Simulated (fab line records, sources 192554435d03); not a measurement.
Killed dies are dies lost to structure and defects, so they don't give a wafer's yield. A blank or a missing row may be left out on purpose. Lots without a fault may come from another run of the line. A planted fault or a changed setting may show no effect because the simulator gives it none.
Which tool did it? | flow n5_finfet | 11 lots, 32 wafers sampled, at 5 steps of a route of 1938

WHAT THE GAUGES READ, wafer by wafer
N5_MIM_TOP_LITHO_INSPECT_12: inspects for defects (macro). Usual: raw_defect_count 2.1, standard deviation 1.4.
lot  | measured     | on                | raw_defect_count | flag
L204 | day 11 17:53 | defect_inspect-01 | 3 0 4            |
L202 | day 12 08:55 | defect_inspect-02 | 0 2 1            |
L203 | day 12 10:40 | defect_inspect-02 | 1 2 2            |
L205 | day 13 05:52 | defect_inspect-02 | 1 4 1            |
L206 | day 13 07:17 | defect_inspect-02 | 2 3              |
L214 | day 14 21:45 | defect_inspect-02 | 4 1 >300         |
L215 | day 15 02:07 | defect_inspect-01 | 3 2 >300         |
L221 | day 16 20:42 | defect_inspect-02 | 3 6 3            |
L223 | day 17 01:41 | defect_inspect-02 | 1 1 1            |
L222 | day 17 02:06 | defect_inspect-01 | 1 2 5            |
L224 | day 17 06:46 | defect_inspect-01 | 3 2 0            |

WHICH TOOL RAN EACH LOT (tool, then ch and the chambers of the sampled wafers, then the start)
lot  | N5_BEOL_M15_STRIP_37                          | N5_BEOL_M15_SPUTTER_43       | N5_PASSIVATION_PECVD_00         | N5_MIM_TOP_ALD_01
L204 | rie_diel-03 ch 0,1, day 11 13:19 or earlier   | pvd_sputter-03, day 11 13:19 | pecvd-02 ch 0,1, day 11 15:35   | ald_hk-03 ch 0,2, day 11 16:00
L202 | rie_diel-02 ch 0,1, day 12 01:32 or earlier   | pvd_sputter-02, day 12 01:32 | pecvd-02 ch 0,1,2, day 12 05:20 | ald_hk-03 ch 0,1,2, day 12 05:00
L203 | rie_diel-02 ch 0,2, day 12 02:49 or earlier   | pvd_sputter-03, day 12 02:49 | pecvd-03 ch 0,1,2, day 12 06:54 | ald_hk-01 ch 0,2,3, day 12 09:00
L205 | rie_diel-03 ch 0,1, day 12 23:37 or earlier   | pvd_sputter-02, day 12 23:37 | pecvd-02 ch 0,1, day 13 01:52   | ald_hk-01 ch 2,3, day 13 02:00
L206 | rie_diel-01 ch 1,2, day 12 23:59 or earlier   | pvd_sputter-03, day 12 23:59 | pecvd-03 ch 1, day 13 02:26     | ald_hk-02 ch 0,1, day 13 05:00
L214 | rie_diel-03 ch 0,1,3, day 14 17:29 or earlier | pvd_sputter-01, day 14 17:29 | pecvd-03 ch 0,1, day 14 20:02   | ald_hk-03 ch 0,1,2, day 14 20:00
L215 | rie_diel-01 ch 0,1, day 14 21:01 or earlier   | pvd_sputter-03, day 14 21:01 | pecvd-03 ch 0,1, day 14 23:17   | ald_hk-03 ch 1,2,3, day 15 00:00
L221 | rie_diel-01 ch 0,1,2, day 16 14:08 or earlier | pvd_sputter-02, day 16 14:08 | pecvd-02 ch 1,2, day 16 16:23   | ald_hk-02 ch 0,1,2, day 16 17:00
L223 | rie_diel-03 ch 0,1,3, day 16 19:45 or earlier | pvd_sputter-02, day 16 19:45 | pecvd-04 ch 0,2, day 16 22:01   | ald_hk-01 ch 0,2,3, day 17 00:00
L222 | rie_diel-02 ch 2,3, day 16 20:50 or earlier   | pvd_sputter-03, day 16 20:50 | pecvd-03 ch 0,1,2, day 16 23:06 | ald_hk-02 ch 2,3, day 17 00:00
L224 | rie_diel-02 ch 0,2,3, day 17 02:09 or earlier | pvd_sputter-03, day 17 02:09 | pecvd-04 ch 0,2, day 17 04:28   | ald_hk-02 ch 0,1,2, day 17 05:00
- N5_BEOL_M15_STRIP_37: strips in O2.
- N5_BEOL_M15_SPUTTER_43: material TaN, target thk 15 nm, time 24.19 s.
- N5_PASSIVATION_PECVD_00: deposits SiO2 from SiH4/N2O, target thk 200 nm, time 11.2 s.
- N5_MIM_TOP_ALD_01: deposits HfO2, target thk 5.6 nm, pulse time 1 s, purge time 3 s.

WHAT THE TOOLS THEMSELVES READ (means of the sampled wafers that have a number; where no wafer has one, the mark that the record gives instead)
N5_BEOL_M15_STRIP_37. Usual: drypump_motor_current_A 5.9 A, standard deviation 0.37; oes_product_au 0.78 a.u., standard deviation 0.095; rf_vpp_V 3.7 V, standard deviation 0.66; showerhead_plenum_p_Torr 2.12 Torr, standard deviation 0.059; throttle_valve_pct 16.77 %, standard deviation 0.27.
lot  | tool        | drypump_motor_current_A (A) | oes_product_au (a.u.) | rf_vpp_V (V) | showerhead_plenum_p_Torr (Torr) | throttle_valve_pct (%) | flag
L204 | rie_diel-03 | 6.0                         | 0.73                  | 3.7          | 2.15                            | 16.77                  |
L202 | rie_diel-02 | 5.8                         | 0.77                  | 3.9          | 2.06                            | 16.92                  |
L203 | rie_diel-02 | 6.0                         | 0.80                  | 3.0          | 2.17                            | 16.75                  |
L205 | rie_diel-03 | 5.8                         | 0.72                  | 3.9          | 2.12                            | 16.93                  |
L206 | rie_diel-01 | 5.5                         | 0.84                  | 3.0          | 2.09                            | 16.64                  |
L214 | rie_diel-03 | 6.1                         | 0.75                  | 3.7          | 2.16                            | 16.78                  |
L215 | rie_diel-01 | 5.5                         | 0.81                  | 3.8          | 2.11                            | 16.58                  |
L221 | rie_diel-01 | 5.4                         | 0.76                  | 4.2          | 2.12                            | 16.76                  |
L223 | rie_diel-03 | 6.1                         | 0.74                  | 3.9          | 2.15                            | 16.82                  |
L222 | rie_diel-02 | 5.9                         | 0.87                  | 4.1          | 2.10                            | 16.81                  |
L224 | rie_diel-02 | 5.9                         | 0.83                  | 4.2          | 2.13                            | 16.76                  |

N5_BEOL_M15_SPUTTER_43. Usual: throttle_valve_pct 30.8 %, standard deviation 1.3.
lot  | tool           | throttle_valve_pct (%) | flag
L204 | pvd_sputter-03 | 29.8                   |
L202 | pvd_sputter-02 | 31.5                   |
L203 | pvd_sputter-03 | 30.1                   |
L205 | pvd_sputter-02 | 31.7                   |
L206 | pvd_sputter-03 | 29.6                   |
L214 | pvd_sputter-01 | 29.8                   |
L215 | pvd_sputter-03 | 30.0                   |
L221 | pvd_sputter-02 | 31.3                   |
L223 | pvd_sputter-02 | 31.3                   |
L222 | pvd_sputter-03 | 28.9                   |
L224 | pvd_sputter-03 | 30.9                   |

N5_PASSIVATION_PECVD_00. Usual: heater_power_w 597 W, standard deviation 93; showerhead_plenum_p_Torr 8.16 Torr, standard deviation 0.092; throttle_valve_pct 51.8 %, standard deviation 2.4.
lot  | tool     | heater_power_w (W) | showerhead_plenum_p_Torr (Torr) | throttle_valve_pct (%) | flag
L204 | pecvd-02 | 695                | 8.28                            | 53.8                   |
L202 | pecvd-02 | 621                | 8.15                            | 52.8                   |
L203 | pecvd-03 | 592                | 8.15                            | 50.4                   |
L205 | pecvd-02 | 582                | 8.29                            | 53.8                   |
L206 | pecvd-03 | 470                | 8.16                            | 52.5                   |
L214 | pecvd-03 | 490                | 8.15                            | 51.3                   |
L215 | pecvd-03 | 544                | 8.17                            | 51.4                   |
L221 | pecvd-02 | 628                | 8.25                            | 53.3                   |
L223 | pecvd-04 | 659                | 8.22                            | 49.3                   |
L222 | pecvd-03 | 608                | 8.16                            | 51.0                   |
L224 | pecvd-04 | 627                | 8.20                            | 49.5                   |

N5_MIM_TOP_ALD_01. Usual: precursor_pulse_height_rel 0.998, standard deviation 0.02.
lot  | tool      | precursor_pulse_height_rel | flag
L204 | ald_hk-03 | 1.022                      |
L202 | ald_hk-03 | 0.993                      |
L203 | ald_hk-01 | 0.974                      |
L205 | ald_hk-01 | 1.003                      |
L206 | ald_hk-02 | 0.992                      |
L214 | ald_hk-03 | 0.994                      |
L215 | ald_hk-03 | 0.988                      |
L221 | ald_hk-02 | 0.992                      |
L223 | ald_hk-01 | 1.009                      |
L222 | ald_hk-02 | 0.997                      |
L224 | ald_hk-02 | 0.989                      |

THE ANSWER, worked out from the rows above alone
Rule: a lot is off if the mean of its wafers that have a number lies more than 3 standard deviations from the usual mean. A lot without any number at a reading at which 4 lots or more have one is off too. The other lots that the step has rows for count as sound. The gauges are gone through in route order, then the tools' own readings, and for those a lot's mean is taken as printed above. The first step at which some lot is off is used, and at that step the reading that is off furthest; a lot without a number counts as furthest.
No lot is off at any reading shown: from this, nothing can be told.

WHAT THE SIMULATOR HAD PUT IN
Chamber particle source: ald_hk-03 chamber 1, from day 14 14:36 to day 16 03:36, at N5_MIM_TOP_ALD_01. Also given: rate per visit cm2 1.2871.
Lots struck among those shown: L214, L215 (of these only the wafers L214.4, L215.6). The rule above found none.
